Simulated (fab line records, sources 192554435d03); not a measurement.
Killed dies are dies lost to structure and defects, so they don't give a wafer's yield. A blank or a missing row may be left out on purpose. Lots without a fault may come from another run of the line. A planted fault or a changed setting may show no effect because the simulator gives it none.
One fault seen from 2 desks | flow n5_finfet | each desk has only its own numbers; what lay behind them comes last

THE TOOL OWNER'S DESK: rie_diel-05
The tool's own readings at N5_BEOL_M2_ETCH_64 (etches SOC in N2/H2, target depth 75 nm, overetch 22.5 nm, time 121.9 s): means of the sampled wafers that have a number, for each lot that ran on this tool. A lot is out of limits, marked OUT, if its mean lies more than 4 standard deviations from the usual mean; the brackets give that distance.
Columns: A = bias_w at N5_BEOL_M2_ETCH_64, usual 150.0 W; B = drypump_motor_current_A at N5_BEOL_M2_ETCH_64, usual 5.7 A; C = h2_flow_sccm at N5_BEOL_M2_ETCH_64, usual 200.1 sccm; D = oes_product_au at N5_BEOL_M2_ETCH_64, usual 0.63 a.u.; E = rf_vpp_V at N5_BEOL_M2_ETCH_64, usual 522.9 V; F = showerhead_plenum_p_Torr at N5_BEOL_M2_ETCH_64, usual 2.51 Torr; G = throttle_valve_pct at N5_BEOL_M2_ETCH_64, usual 17.9 %
lot  | first seen here | A               | B   | C     | D    | E               | F    | G
L831 | day 8 06:08     | 150.2           | 5.4 | 198.7 | 0.65 | 522.5           | 2.46 | 17.6
L835 | day 9 16:01     | 150.2           | 5.6 | 200.6 | 0.60 | 523.0           | 2.49 | 18.0
L839 | day 10 11:41    | 172.1 (+49) OUT | 5.5 | 199.9 | 0.65 | 570.3 (+30) OUT | 2.45 | 17.6
L841 | day 11 00:15    | 172.6 (+50) OUT | 5.9 | 200.0 | 0.60 | 570.6 (+30) OUT | 2.48 | 18.0
This desk's finding: out of limits on L839, L841; first on L839, day 10 11:41 (bias_w at N5_BEOL_M2_ETCH_64). In limits: L831, L835.

THE METROLOGY DESK
What the gauges read, lot by lot, whatever tool the lot ran on: means of the sampled wafers that have a number. A lot is out of limits, marked OUT, if its mean lies more than 4 standard deviations from the usual mean; the brackets give that distance. Of its 10 readings 7 are shown: those that lie furthest out on some lot.
Columns: A = DIBL_N at N5_BEOL_M4_RC_MEAS_101, usual 36.0 mV/V; B = DIBL_P at N5_BEOL_M4_RC_MEAS_101, usual 35.6 mV/V; C = IOFF_N at N5_BEOL_M4_RC_MEAS_101, usual 0.16 nA/um; D = IOFF_P at N5_BEOL_M4_RC_MEAS_101, usual 0.21 nA/um; E = SS_P at N5_BEOL_M4_RC_MEAS_101, usual 73.2 mV/dec; F = VT_N at N5_BEOL_M4_RC_MEAS_101, usual 249 mV; G = VT_P at N5_BEOL_M4_RC_MEAS_101, usual -250 mV
lot  | first seen here | A    | B    | C    | D    | E    | F   | G
L824 | day 8 01:23     | 33.7 | 34.1 | 0.13 | 0.15 | 72.3 | 254 | -257
L828 | day 8 22:13     | 35.5 | 35.8 | 0.15 | 0.21 | 73.2 | 250 | -250
L829 | day 9 01:42     | 35.7 | 36.0 | 0.15 | 0.21 | 72.9 | 252 | -250
L831 | day 9 19:20     | 36.7 | 36.5 | 0.18 | 0.25 | 73.0 | 246 | -245
L833 | day 10 05:46    | 36.3 | 35.5 | 0.15 | 0.19 | 73.1 | 250 | -252
L834 | day 10 11:40    | 34.7 | 33.9 | 0.12 | 0.16 | 72.8 | 252 | -254
L835 | day 10 15:28    | 38.3 | 37.8 | 0.20 | 0.24 | 74.5 | 246 | -248
L839 | day 11 23:18    | 34.4 | 32.2 | 0.13 | 0.17 | 73.1 | 252 | -252
L841 | day 12 17:22    | 34.3 | 34.3 | 0.15 | 0.21 | 73.2 | 251 | -250
L846 | day 13 22:50    | 34.6 | 35.9 | 0.15 | 0.19 | 72.8 | 250 | -252
This desk's finding: nothing out of limits on any of the 10 lots.

PUT TOGETHER
The tool owner's desk could have raised an alarm at day 10 11:41, on L839, L841.
The metrology desk saw nothing out of limits.
The metrology desk has L839, L841 on record, within its limits.
Of the lots named, all ran N5_BEOL_M2_ETCH_64 on rie_diel-05.

WHAT THE SIMULATOR HAD PUT IN
Process parameter drift: rie_diel-05, from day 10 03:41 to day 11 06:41, at N5_BEOL_M2_ETCH_64. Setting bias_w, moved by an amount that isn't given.
Lots struck among those shown: L839, L841.
Hours from the fault's start to each desk's first reading out of limits: the tool owner's desk, 8.
